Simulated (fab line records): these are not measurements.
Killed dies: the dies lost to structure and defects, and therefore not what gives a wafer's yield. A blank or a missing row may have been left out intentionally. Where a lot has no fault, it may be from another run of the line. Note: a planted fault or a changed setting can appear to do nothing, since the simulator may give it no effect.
Matching of chambers / flow nand harc / rie diel-06 running NHARC_A_STAIRCASE_ETCH_271: 4 sister chambers
The step etches the open film in CF4/CHF3. 18 wafers are shown with their chamber, then 9 later ones without.

== EACH WAFER AND ITS CHAMBER ==
wafer=L074.2; chamber=0; drypump motor current A (A)=5.7; showerhead plenum p Torr (Torr)=1.55; rf vpp V (V)=370.5
wafer=L074.3; chamber=2; drypump motor current A (A)=5.1; showerhead plenum p Torr (Torr)=1.59; rf vpp V (V)=370.9
wafer=L074.6; chamber=1; drypump motor current A (A)=5.8; showerhead plenum p Torr (Torr)=1.62; rf vpp V (V)=370.7
wafer=L075.2; chamber=0; drypump motor current A (A)=5.7; showerhead plenum p Torr (Torr)=1.55; rf vpp V (V)=369.8
wafer=L075.4; chamber=3; drypump motor current A (A)=5.9; showerhead plenum p Torr (Torr)=1.51; rf vpp V (V)=368.5
wafer=L075.5; chamber=2; drypump motor current A (A)=5.0; showerhead plenum p Torr (Torr)=1.59; rf vpp V (V)=370.4
wafer=L076.2; chamber=1; drypump motor current A (A)=5.8; showerhead plenum p Torr (Torr)=1.61; rf vpp V (V)=371.4
wafer=L076.5; chamber=3; drypump motor current A (A)=5.9; showerhead plenum p Torr (Torr)=1.51; rf vpp V (V)=369.4
wafer=L076.6; chamber=0; drypump motor current A (A)=5.8; showerhead plenum p Torr (Torr)=1.55; rf vpp V (V)=368.3
wafer=L080.3; chamber=1; drypump motor current A (A)=5.8; showerhead plenum p Torr (Torr)=1.61; rf vpp V (V)=371.7
wafer=L080.5; chamber=0; drypump motor current A (A)=5.7; showerhead plenum p Torr (Torr)=1.54; rf vpp V (V)=369.1
wafer=L080.6; chamber=1; drypump motor current A (A)=5.8; showerhead plenum p Torr (Torr)=1.61; rf vpp V (V)=372.6
wafer=L086.2; chamber=2; drypump motor current A (A)=5.0; showerhead plenum p Torr (Torr)=1.58; rf vpp V (V)=372.5
wafer=L086.5; chamber=2; drypump motor current A (A)=5.0; showerhead plenum p Torr (Torr)=1.58; rf vpp V (V)=370.0
wafer=L086.6; chamber=3; drypump motor current A (A)=5.9; showerhead plenum p Torr (Torr)=1.50; rf vpp V (V)=367.6
wafer=L089.3; chamber=2; drypump motor current A (A)=5.0; showerhead plenum p Torr (Torr)=1.57; rf vpp V (V)=370.2
wafer=L089.5; chamber=2; drypump motor current A (A)=5.1; showerhead plenum p Torr (Torr)=1.57; rf vpp V (V)=370.0
wafer=L089.6; chamber=3; drypump motor current A (A)=5.9; showerhead plenum p Torr (Torr)=1.50; rf vpp V (V)=367.1

SIGNATURES (averages over the wafers above)
reading=drypump motor current A; chamber 0=5.725; chamber 1=5.800; chamber 2=5.033; chamber 3=5.900; scatter within a chamber=0.0386
reading=showerhead plenum p Torr; chamber 0=1.5475; chamber 1=1.6125; chamber 2=1.5800; chamber 3=1.5050; scatter within a chamber=0.00681
reading=rf vpp V; chamber 0=369.425; chamber 1=371.600; chamber 2=370.667; chamber 3=368.150; scatter within a chamber=0.934
Rule: distance of a wafer from a chamber = root of the sum over the readings of ((wafer's reading minus chamber's mean) / reading's scatter) squared. If the next closest chamber is less than 2 further off than the closest, the wafer can't be placed; otherwise it belongs to the closest. The scatter: the root of (the sum of the squares of (reading less its chamber's mean) over the shown wafers, divided by (wafers less chambers)).

== WAFERS WHOSE CHAMBER IS MISSING ==
wafer=L091.2; drypump motor current A (A)=5.7; showerhead plenum p Torr (Torr)=1.54; rf vpp V (V)=369.3
wafer=L091.3; drypump motor current A (A)=5.8; showerhead plenum p Torr (Torr)=1.60; rf vpp V (V)=370.6
wafer=L091.4; drypump motor current A (A)=5.9; showerhead plenum p Torr (Torr)=1.50; rf vpp V (V)=368.0
wafer=L092.1; drypump motor current A (A)=5.8; showerhead plenum p Torr (Torr)=1.60; rf vpp V (V)=371.9
wafer=L092.2; drypump motor current A (A)=5.7; showerhead plenum p Torr (Torr)=1.54; rf vpp V (V)=369.0
wafer=L092.5; drypump motor current A (A)=5.0; showerhead plenum p Torr (Torr)=1.57; rf vpp V (V)=370.4
wafer=L097.1; drypump motor current A (A)=5.8; showerhead plenum p Torr (Torr)=1.60; rf vpp V (V)=370.9
wafer=L097.2; drypump motor current A (A)=5.9; showerhead plenum p Torr (Torr)=1.50; rf vpp V (V)=367.2
wafer=L097.5; drypump motor current A (A)=5.0; showerhead plenum p Torr (Torr)=1.57; rf vpp V (V)=369.6

== THE CHAMBER EACH PASSED THROUGH ==
wafer=L091.2; from the rows above=0; in truth=0
wafer=L091.3; from the rows above=1; in truth=1
wafer=L091.4; from the rows above=3; in truth=3
wafer=L092.1; from the rows above=1; in truth=1
wafer=L092.2; from the rows above=0; in truth=0
wafer=L092.5; from the rows above=2; in truth=2
wafer=L097.1; from the rows above=1; in truth=1
wafer=L097.2; from the rows above=3; in truth=3
wafer=L097.5; from the rows above=2; in truth=2
Correctly placed: 9 of 9. Can't be placed from these rows: 0. Placed wrongly: 0.
